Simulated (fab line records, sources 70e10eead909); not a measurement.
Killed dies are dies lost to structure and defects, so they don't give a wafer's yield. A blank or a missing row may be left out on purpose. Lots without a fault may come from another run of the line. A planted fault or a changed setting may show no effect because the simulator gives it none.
Chamber matching | flow nand_harc | NHARC_A_SLIT_DESCUM_14 on rie_diel-07: 4 sister chambers
The step chemistry O2, time 3 s. 8 wafers are shown with their chamber, then 7 later ones without.

WAFERS WITH THEIR CHAMBER
wafer  | chamber | showerhead_plenum_p_Torr (Torr) | throttle_valve_pct (%)
L456.5 | 3       | 2.00                            | 11.315
L474.1 | 3       | 1.99                            | 11.326
L472.3 | 1       | 2.01                            | 11.304
L475.1 | 2       | 1.91                            | 11.316
L475.4 | 1       | 2.01                            | 11.316
L475.5 | 0       | 1.86                            | 11.303
L473.1 | 2       | 1.91                            | 11.308
L473.3 | 0       | 1.86                            | 11.314

WAFERS WITHOUT THEIR CHAMBER
wafer  | showerhead_plenum_p_Torr (Torr) | throttle_valve_pct (%)
L473.6 | 1.91                            | 11.311
L477.2 | 1.91                            | 11.317
L477.3 | 1.99                            | 11.319
L477.4 | 2.01                            | 11.313
L478.1 | 1.86                            | 11.298
L478.2 | 1.91                            | 11.312
L478.4 | 1.91                            | 11.304

WHICH CHAMBER EACH WENT THROUGH
wafer  | from the rows above | in truth
L473.6 | 2                   | 2
L477.2 | 2                   | 2
L477.3 | 3                   | 3
L477.4 | 1                   | 1
L478.1 | 0                   | 0
L478.2 | 2                   | 2
L478.4 | 2                   | 2
Placed correctly: 7 of 7. Can't be placed from these rows: 0. Placed wrongly: 0.
How it was worked out, from the rows above alone: a wafer's distance from a chamber is the root of the sum, over the readings, of the square of ((its reading less the chamber's mean) divided by the reading's scatter). The wafer belongs to the nearest chamber; if the next one is less than 2 further off, it can't be placed. A chamber's mean is the mean of its shown wafers. The scatter: the root of (the sum of the squares of (reading less its chamber's mean) over the shown wafers, divided by (wafers less chambers)).
